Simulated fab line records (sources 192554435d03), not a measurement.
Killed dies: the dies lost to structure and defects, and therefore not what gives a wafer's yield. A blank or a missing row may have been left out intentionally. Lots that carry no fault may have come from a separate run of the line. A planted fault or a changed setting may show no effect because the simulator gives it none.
fab line records	flow n5_finfet
record: lots: 5	wafers: 14	last_day: 18
route steps=1938 shown BEOL_M5@1160 PASSIVATION@1936
lots that met no fault: taken from a fault-free run of the same line
start_h: hours from the record's opening day to when the first of the lot's shown wafers began	wait_h: how many hours have passed since the lot's step before this one	" same as the row above	L1.1+2: a single row standing in for several wafers	- no value present, or no start provided	* or withheld: withheld	< > ~ a bound
route shown NAME@n: names a module that has steps shown in the file, with the first one's number in the route	usual: mean and standard deviation over wafers with no fault	same: alike in all rows	chamber/n: place in a boat	sites: per-site readings	_std_site: the standard deviation of these	_edge_site: outer sites' mean less inner sites'	radius_mm: how far each site lies from the wafer's centre	mask NAME#n: copy n	behind: tool/chamber where the wafer was last shaped	hold: reason for holding the lot/hours on hold/outcome of the hold	device: the n, p or np transistor that did not switch	end of line: the route-end tests of the same wafers	a step given without rows: its recipe and nothing more	killed: dies lost to structure and defects at the first sort, not the wafer's yield	map: the dies of a wafer, with x for killed, . for not killed, _ for no die there
set.NAME: the setting as run; set.NAME@STEP: as run at that earlier step	model.NAME: the simulator's own value behind a step, which no gauge read
lots at some steps of the route; a table a step, a row a wafer
services: a tool's chamber out of use, with start hour (start_h, from the record's first day; less than 0 if before it), hours out, and reason
== steps ==
step: N5_BEOL_M5_TRENCH_ETCH_37
recipe: chemistry: C4F6/O2	target_depth_a: 716.52	target: SiCOH_lowk	time_s: 24.7	ion_energy_ev: 250	pressure_mtorr: 30	source_w: 345	bias_w: 185	Ar_flow_sccm: 300	C4F6_flow_sccm: 10	O2_flow_sccm: 10
step: N5_BEOL_M5_ETCH_41
recipe: chemistry: CH3F/O2	target: SiCN	target_depth_a: 315	taper_deg: 2	time_s: 56.7	ion_energy_ev: 120	mask_material: TiN	pressure_mtorr: 30	source_w: 395	bias_w: 75	Ar_flow_sccm: 150	CH3F_flow_sccm: 30	O2_flow_sccm: 20
usual: drypump_motor_current_A: 5.88/0.3	oes_product_au: 0.81/0.091	rf_fwd_power_W: 391.5/1.5	rf_vpp_V: 297.0/1.9	showerhead_plenum_p_Torr: 1.99/0.085	throttle_valve_pct: 16.28/0.21
lot.wafer	tool	chamber	start_h	wait_h	drypump_motor_current_A	oes_product_au	rf_fwd_power_W	rf_hours_counter_h	rf_vpp_V	showerhead_plenum_p_Torr	throttle_valve_pct
L553.1	rie_diel-04	3	-	-	5.61	0.79	389.9	115	293.8	1.86	16.09
L553.2	"	2	"	"	6.03	0.69	391.0	249	300.1	2.08	16.81
L553.3	"	0	"	"	5.44	0.75	393.5	168	295.4	1.91	16.12
L552.1	rie_diel-04	0	-	-	5.44	0.74	391.3	169	295.2	1.91	16.11
L552.2	"	2	"	"	6.06	0.69	390.3	250	297.6	2.08	16.80
L552.6	"	2	"	"	6.06	0.69	390.7	-	297.8	2.08	16.80
L563.3	rie_diel-04	2	-	-	6.02	0.91	389.8	17	297.8	2.07	16.37
L563.5	"	2	"	"	6.01	0.93	392.1	-	299.5	2.07	16.37
L564.1	rie_diel-04	2	-	-	6.07	0.92	390.8	19	296.3	2.07	16.34
L564.2	"	1	"	"	6.16	0.70	390.4	197	298.6	2.07	16.26
L564.6	"	3	"	"	5.65	0.76	387.9	-	295.6	1.85	16.13
L569.1	rie_diel-06	1	-	-	6.19	0.85	393.9	66	297.2	1.96	16.45
L569.3	"	0	"	"	5.46	0.94	393.3	10	301.1	2.14	16.07
L569.5	"	0	"	"	5.44	0.93	393.4	-	299.5	2.14	16.07
step: N5_BEOL_M5_STRIP_91
recipe: chemistry: N2/H2	time_s: 10	power_w: 450	temp_c: 40	pressure_mtorr: 20	rf_frequency_hz: 6e+07	bias_power_w: 7	n2_flow_sccm: 200	h2_flow_sccm: 200
usual: drypump_motor_current_A: 5.89/0.3	h2_flow_sccm: 200.0/0.64	oes_product_au: 0.81/0.089	rf_vpp_V: 59.0/0.89	showerhead_plenum_p_Torr: 2.50/0.11	throttle_valve_pct: 23.48/0.26
lot.wafer	tool	chamber	start_h	wait_h	drypump_motor_current_A	h2_flow_sccm	oes_product_au	rf_hours_counter_h	rf_vpp_V	showerhead_plenum_p_Torr	throttle_valve_pct
L553.1	rie_diel-04	3	-	-	5.63	199.3	0.78	115	59.5	2.34	23.24
L553.2	"	2	"	"	6.03	199.9	0.69	249	60.0	2.60	23.79
L553.3	"	0	"	"	5.43	200.0	0.76	168	58.7	2.41	23.23
L552.1	rie_diel-04	0	-	-	5.44	199.5	0.74	169	58.1	2.41	23.22
L552.2	"	2	"	"	6.03	198.4	0.69	250	57.3	2.60	23.79
L552.6	"	2	"	"	6.04	198.8	0.69	-	59.7	2.60	23.79
L563.3	rie_diel-04	2	-	-	6.03	199.3	0.92	17	59.0	2.59	23.42
L563.5	"	2	"	"	6.04	200.7	0.93	-	58.4	2.59	23.42
L564.1	rie_diel-04	2	-	-	6.06	200.5	0.92	19	59.8	2.59	23.42
L564.2	"	1	"	"	6.17	200.6	0.72	197	59.8	2.59	23.28
L564.6	"	3	"	"	5.65	200.0	0.77	-	58.8	2.33	23.26
L569.1	rie_diel-06	1	-	-	6.21	200.2	0.85	66	58.3	2.47	23.83
L569.3	"	0	"	"	5.45	199.9	0.93	10	60.2	2.69	23.36
L569.5	"	0	"	"	5.47	199.5	0.93	-	59.6	2.69	23.35
step: N5_BEOL_M5_OCD_MEAS_38
usual: trench_depth_nm: 71.4/1.7
lot.wafer	tool	chamber	start_h	wait_h	trench_depth_nm
L553.1	ocd-01	-	186.26	-	71.8
L553.2	"	-	"	"	71.1
L553.3	"	-	"	"	70.7
L552.1	ocd-01	-	189.38	-	71.3
L552.2	"	-	"	"	70.2
L552.6	"	-	"	"	70.9
L563.3	ocd-02	-	259.21	-	71.6
L563.5	"	-	"	"	71.0
L564.1	ocd-02	-	265.36	-	72.0
L564.2	"	-	"	"	68.7
L564.6	"	-	"	"	72.0
L569.1	ocd-02	-	300.45	-	71.6
L569.3	"	-	"	"	73.2
L569.5	"	-	"	"	74.7
step: N5_BEOL_M5_HM_STRIP_39
recipe: chemistry: peroxide_tin_strip	material: TiN	target_depth_a: 250	temp_c: 50	time_s: 158
step: N5_BEOL_M5_SRD_40
recipe: time_s: 30	temp_c: 23	rinse_liquid: diw	dry: ipa_marangoni
step: N5_BEOL_M5_PRECLEAN_42
recipe: chemistry: residue_remover	time_s: 60	temp_c: 40
step: N5_BEOL_M5_SRD_43
recipe: time_s: 30	temp_c: 23	rinse_liquid: diw	dry: ipa_marangoni
step: N5_BEOL_M5_CD_MEAS_35
recipe: target_cd_nm: 28	target_cd_y_nm: 24	polarity: opening
usual: cd_nm: 28.2/0.44
lot.wafer	tool	chamber	start_h	wait_h	cd_nm
L553.1	cd_sem-01	-	186.41	0.0	28.5
L553.2	"	-	"	"	28.0
L553.3	"	-	"	"	28.2
L552.1	cd_sem-03	-	189.54	0.0	27.7
L552.2	"	-	"	"	28.0
L552.6	"	-	"	"	27.6
L563.3	cd_sem-01	-	259.36	0.0	27.9
L563.5	"	-	"	"	27.6
L564.1	cd_sem-02	-	265.51	0.0	27.9
L564.2	"	-	"	"	28.0
L564.6	"	-	"	"	28.0
L569.1	cd_sem-01	-	300.60	0.0	28.6
L569.3	"	-	"	"	27.5
L569.5	"	-	"	"	28.7
step: N5_BEOL_M5_CURE_80
recipe: temp_c: 370	time_s: 120	ambient: DMADMS/He	material: SiCOH_lowk
usual: lamp_power_pct: 52.32/0.045	wafer_temp_C_max: 372.0/0.61
lot.wafer	tool	chamber	start_h	wait_h	lamp_power_pct	wafer_temp_C_max
L553.1	uv_cure-02	0	186.54	0.1	52.32	371.8
L553.2	"	0	"	"	52.29	372.8
L553.3	"	0	"	"	52.29	372.5
L552.1	uv_cure-01	1	189.58	0.0	52.31	371.9
L552.2	"	1	"	"	52.39	371.7
L552.6	"	1	"	"	52.25	371.6
L563.3	uv_cure-02	2	259.50	0.1	52.32	372.5
L563.5	"	2	"	"	52.35	372.4
L564.1	uv_cure-02	1	265.56	0.0	52.32	371.1
L564.2	"	1	"	"	52.41	371.3
L564.6	"	1	"	"	52.32	370.8
L569.1	uv_cure-03	2	300.64	0.0	52.30	372.3
L569.3	"	2	"	"	52.31	372.1
L569.5	"	2	"	"	52.35	372.2
step: N5_BEOL_M5_DEGAS_44
recipe: ambient: vacuum	temp_c: 250	time_s: 60
step: N5_BEOL_M5_PRE_CLEAN_45
recipe: gas: H2/He	time_s: 30	temp_c: 250
usual: heater_power_w: 321/35
lot.wafer	tool	chamber	start_h	wait_h	heater_power_w
L553.1	pvd_sputter-03	-	186.90	0.0	298
L553.2	"	-	"	"	380
L553.3	"	-	"	"	280
L552.1	pvd_sputter-03	-	190.03	0.0	386
L552.2	"	-	"	"	266
L552.6	"	-	"	"	382
L563.3	pvd_sputter-03	-	260.04	0.0	279
L563.5	"	-	"	"	309
L564.1	pvd_sputter-02	-	265.92	0.0	355
L564.2	"	-	"	"	315
L564.6	"	-	"	"	319
L569.1	pvd_sputter-01	-	301.26	0.0	325
L569.3	"	-	"	"	350
L569.5	"	-	"	"	326
step: N5_BEOL_M5_ALD_86
recipe: material: TaN	target_thk_a: *	temp_c: 275	ald_precursor_family: PDMAT	ald_co_reactant: NH3	pressure_torr: 3	carrier_flow_sccm: 1500	pulse_time_s: 2	purge_time_s: 3	co_reactant_purge_time_s: 2	co_reactant_pulse_time_s: 3	ald_cycles: 30	precursor_vessel_temp_c: 75	precursor_vessel_pressure_torr: 26.25	precursor_vessel_carrier_sccm: 1000
usual: co_reactant_pulse_time_s: 3/0	heater_power_w: 393/63
same: purge_time_s: 3
lot.wafer	tool	chamber	start_h	wait_h	co_reactant_pulse_time_s	heater_power_w
L553.1	ald_metal-02	2	186.97	0.1	3	489
L553.2	"	0	"	"	3	478
L553.3	"	1	"	"	3	307
L552.1	ald_metal-04	2	190.19	0.1	3	393
L552.2	"	0	"	"	3	404
L552.6	"	1	"	"	3	378
L563.3	ald_metal-04	0	260.10	0.0	3	404
L563.5	"	0	"	"	3.4238	401
L564.1	ald_metal-03	2	265.98	0.0	3	450
L564.2	"	1	"	"	3	500
L564.6	"	2	"	"	3	463
L569.1	ald_metal-02	0	301.55	0.3	3	474
L569.3	"	1	"	"	3	302
L569.5	"	0	"	"	3	477
step: N5_BEOL_M5_SURFACE_TREAT_87
recipe: gas: Ar	time_s: *	ion_energy_ev: *	ion_current_ma_cm2: 0.5	pressure_mtorr: *	ar_flow_sccm: 30
usual: pressure_mtorr: *	throttle_valve_pct: *
lot.wafer	tool	chamber	start_h	wait_h	pressure_mtorr	throttle_valve_pct
L553.1	pvd_sputter-01	-	187.33	0.3	*	*
L553.2	"	-	"	"	*	*
L553.3	"	-	"	"	*	*
L552.1	pvd_sputter-03	-	190.67	0.4	*	*
L552.2	"	-	"	"	*	*
L552.6	"	-	"	"	*	*
L563.3	pvd_sputter-03	-	260.34	0.1	*	*
L563.5	"	-	"	"	*	*
L564.1	pvd_sputter-03	-	266.20	0.1	*	*
L564.2	"	-	"	"	*	*
L564.6	"	-	"	"	*	*
L569.1	pvd_sputter-01	-	301.82	0.2	*	*
L569.3	"	-	"	"	*	*
L569.5	"	-	"	"	*	*
step: N5_PASSIVATION_PROBE_49
usual: defect_limited_yield: 90.9/1.6	killed_at_M0_to_M3: 34/10	killed_at_M4_up: 13/5.4	killed_at_contacts: 13/6	killed_at_front_end: 42/13	killed_at_other: 4/3.2	killed_dies: 107/18	killed_open: 69/14	killed_short: 35/7.7	sort_bin_4_leakage: 0.02/0.17	sort_bin_5_function: 5.3/1	sort_bin_6_memory: 3.3/0.75	sort_bin_8_speed: 0.00/0.015	sort_n_pass: 1073/19	sort_yield_pct: 90.9/1.6
same: gross_dies: 1180	killed_at_back_side: 0
lot.wafer	tool	chamber	start_h	wait_h	defect_limited_yield[%]	killed_at_M0_to_M3	killed_at_M4_up	killed_at_contacts	killed_at_front_end	killed_at_other	killed_dies	killed_open	killed_short	sort_bin_4_leakage[%]	sort_bin_5_function[%]	sort_bin_6_memory[%]	sort_bin_8_speed[%]	sort_n_pass	sort_yield_pct[%]
L553.1	prober-02	-	280.09	0.0	90.4	42	15	9	46	1	113	69	38	0	5.4	4.0	0	1067	90.4
L553.2	prober-02	-	280.14	0.1	91.3	30	15	8	37	13	103	66	35	0	4.7	3.5	0	1077	91.3
L553.3	prober-02	-	280.19	0.1	91.4	42	14	7	38	1	102	73	27	0	5.3	3.1	0.08	1077	91.3
L552.1	prober-01	-	287.51	0.0	91.3	33	15	13	32	10	103	64	32	0	5.2	3.1	0	1077	91.3
L552.2	prober-01	-	287.56	0.1	93.2	21	8	9	38	4	80	46	32	0.34	4.2	2.5	0	1096	92.9
L552.6	prober-01	-	287.76	0.3	91.0	37	6	26	35	2	106	66	40	0	5.4	3.4	0	1074	91.0
L563.3	prober-01	-	357.51	0.1	90.6	43	7	10	36	15	111	65	36	0	6.1	3.0	0	1069	90.6
L563.5	prober-01	-	357.61	0.2	91.0	49	8	10	35	4	106	71	34	0	5.7	3.0	0.08	1073	90.9
L564.1	prober-02	-	361.26	0.0	89.6	40	9	12	60	2	123	80	41	0	6.1	4.2	0	1057	89.6
L564.2	prober-02	-	361.31	0.1	88.6	44	14	9	62	5	134	89	43	0	7.2	3.9	0	1046	88.6
L564.6	prober-02	-	361.51	0.3	88.1	30	29	17	62	3	141	100	40	0	6.4	5.2	0	1039	88.1
L569.1	prober-02	-	420.80	0.0	90.3	20	21	13	58	3	115	74	40	0	6.5	2.9	0	1065	90.3
L569.3	prober-02	-	420.90	0.1	90.2	30	11	8	58	9	116	63	44	0	6.0	3.6	0	1064	90.2
L569.5	prober-02	-	421.00	0.2	93.3	28	6	11	33	1	79	47	31	0	4.2	2.2	0	1101	93.3
killed by level:class
L553.1 STI_FIN_REVEAL:geometric_particle:open=14 FIN_SAQP:geometric_particle:open=12 FIN_SAQP:geometric_particle:short=11 BEOL_M0_SAQP:geometric_particle:open=10 BEOL_M3:geometric_particle:open=8 BEOL_M1:geometric_particle:open=6 BEOL_M2:geometric_particle:open=6 MOL_CONTACT_COAG:geometric_particle:short=4
L553.2 FIN_SAQP:geometric_particle:open=14 FIN_SAQP:geometric_particle:short=7 BEOL_M1:geometric_particle:open=7 DUMMY_GATE:geometric_particle:open=6 MOL_CONTACT_COAG:geometric_particle:open=6 BEOL_M0_SAQP:geometric_particle:short=5 BEOL_M4:geometric_particle:open=5 PAD_METAL:geometric_particle:open=5
L553.3 BEOL_M3:geometric_particle:open=12 STI_FIN_REVEAL:geometric_particle:open=10 BEOL_M1:geometric_particle:open=9 DUMMY_GATE:geometric_particle:open=8 BEOL_M2:geometric_particle:open=7 FIN_SAQP:geometric_particle:short=6 MOL_CONTACT_COAG:geometric_particle:open=6 FIN_SAQP:geometric_particle:open=5
L552.1 FIN_SAQP:geometric_particle:short=9 MOL_CONTACT_COAG:geometric_particle:open=8 BEOL_M0_SAQP:geometric_particle:open=7 BEOL_M1:geometric_particle:open=6 BEOL_M4:geometric_particle:open=6 BEOL_M5:geometric_particle:open=6 MOL_CONTACT_COAG:geometric_particle:short=5 BEOL_M0_SAQP:geometric_particle:short=5
L552.2 FIN_SAQP:geometric_particle:open=9 MOL_CONTACT_COAG:geometric_particle:open=9 GATE_CUT:geometric_particle:short=8 STARTING-WAFER:geometric_particle:short=7 FIN_SAQP:geometric_particle:short=6 BEOL_M1:geometric_particle:open=6 BEOL_M2:geometric_particle:open=4 BEOL_M0_SAQP:geometric_particle:open=3
L552.6 MOL_CONTACT_COAG:geometric_particle:open=21 FIN_SAQP:geometric_particle:short=8 BEOL_M1:geometric_particle:short=8 BEOL_M1:geometric_particle:open=7 FIN_SAQP:geometric_particle:open=6 GATE_CUT:geometric_particle:short=5 MOL_CONTACT_COAG:geometric_particle:short=5 BEOL_M2:geometric_particle:open=5
L563.3 BEOL_M2:geometric_particle:open=11 PASSIVATION:area_etch=10 FIN_SAQP:geometric_particle:open=9 BEOL_M0_SAQP:geometric_particle:short=9 MOL_CONTACT_COAG:geometric_particle:open=7 GATE_CUT:geometric_particle:short=5 BEOL_M0_SAQP:geometric_particle:open=5 BEOL_M1:geometric_particle:open=5
L563.5 BEOL_M0:geometric_particle:open=10 BEOL_M0_SAQP:geometric_particle:open=9 STI_FIN_REVEAL:geometric_particle:open=8 DUMMY_GATE:geometric_particle:open=8 BEOL_M0_SAQP:geometric_particle:short=7 MOL_CONTACT_COAG:geometric_particle:open=7 BEOL_M1:geometric_particle:open=7 BEOL_M2:geometric_particle:open=6
L564.1 STI_FIN_REVEAL:geometric_particle:open=16 MOL_CONTACT_COAG:geometric_particle:open=9 FIN_SAQP:geometric_particle:short=8 BEOL_M1:geometric_particle:open=8 ILD0:geometric_particle:short=8 BEOL_M0:geometric_particle:open=7 FIN_SAQP:geometric_particle:open=5 BEOL_M3:geometric_particle:open=5
L564.2 STI_FIN_REVEAL:geometric_particle:open=18 FIN_SAQP:geometric_particle:open=12 FIN_SAQP:geometric_particle:short=11 BEOL_M1:geometric_particle:open=10 BEOL_M3:geometric_particle:open=8 MOL_CONTACT_COAG:geometric_particle:open=7 DUMMY_GATE:geometric_particle:open=6 BEOL_M0_SAQP:geometric_particle:open=6
L564.6 STI_FIN_REVEAL:geometric_particle:open=27 BEOL_M4:geometric_particle:open=17 MOL_CONTACT_COAG:geometric_particle:open=16 BEOL_M1:geometric_particle:open=9 BEOL_M4:geometric_particle:short=6 FIN_SAQP:geometric_particle:open=4 STI_FIN_REVEAL:geometric_particle:short=4 SPACER0:geometric_particle:open=4
L569.1 STI_FIN_REVEAL:geometric_particle:open=18 FIN_SAQP:geometric_particle:open=13 MOL_CONTACT_COAG:geometric_particle:open=11 FIN_SAQP:geometric_particle:short=8 STARTING-WAFER:geometric_particle:short=8 BEOL_M0_SAQP:geometric_particle:short=8 BEOL_M4:geometric_particle:open=7 BEOL_M5:geometric_particle:open=7
L569.3 FIN_SAQP:geometric_particle:short=15 BEOL_M3:geometric_particle:open=12 FIN_SAQP:geometric_particle:open=10 STI_FIN_REVEAL:geometric_particle:open=9 MOL_CONTACT_COAG:geometric_particle:open=7 FIN_CUT:area_etch=7 PAD_METAL:geometric_particle:short=6 DUMMY_GATE:geometric_particle:open=5
L569.5 FIN_SAQP:geometric_particle:open=9 BEOL_M3:geometric_particle:open=9 FIN_SAQP:geometric_particle:short=8 MOL_CONTACT_COAG:geometric_particle:open=7 BEOL_M0_SAQP:geometric_particle:short=7 BEOL_M0_SAQP:geometric_particle:open=7 DUMMY_GATE:geometric_particle:open=4 MOL_CONTACT_COAG:geometric_particle:short=4
== services ==
tool	chamber	start_h	hours	kind
rie_diel-06	2	178.37	10.6	repair
uv_cure-01	-	188.51	1.0	pm
rie_diel-04	2	189.35	-	clean
rie_diel-04	2	189.35	-	consumable_replace:focus_ring
rie_diel-04	2	189.35	21.2	scheduled_down
rie_diel-04	2	189.35	21.2	vent_cycle
rie_diel-06	-	201.59	2.8	pm
rie_diel-04	0	209.83	5.8	repair
rie_diel-06	2	213.54	-	clean
rie_diel-06	2	213.54	-	consumable_replace:focus_ring
rie_diel-06	2	213.54	13.1	scheduled_down
rie_diel-06	2	213.54	13.1	vent_cycle
ald_metal-02	-	218.63	1.0	repair
ald_metal-04	-	238.72	18.2	repair
rie_diel-06	0	242.41	-	clean
rie_diel-06	0	242.41	-	consumable_replace:focus_ring
rie_diel-06	0	242.41	-	consumable_replace:showerhead
rie_diel-06	0	242.41	21.1	scheduled_down
rie_diel-06	0	242.41	21.1	vent_cycle
rie_diel-04	0	250.43	17.9	repair
uv_cure-03	-	277.44	6.0	pm
ald_metal-03	-	279.97	14.6	pm
ald_metal-04	-	286.28	8.7	pm
ald_metal-03	-	300.56	8.7	pm
== key ==
first_sign: step: N5_BEOL_M5_ALD_86	reading: co_reactant_pulse_time_s	direction: up	sigmas: 99+	usual: *	struck: *
effect none on later readings
met_at N5_BEOL_M5_ALD_86
struck_wafers L563.5
baseline_loss: step: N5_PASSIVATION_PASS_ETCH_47	wafers: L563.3
onset_between 190.19 260.10
fault: kind: process_parameter_drift	tool: ald_metal-04	chamber: -	onset_h: 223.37	steps: N5_BEOL_M5_ALD_86	channel: co_reactant_pulse_time_s	offset: *	shape: step	end_h: 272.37	scope: struck_wafers_only	acts_in: *	stated: *
baseline_loss: these wafers lose ten dies or more at that step, a loss of the line's own and not of a fault; the sort's usual values leave them out
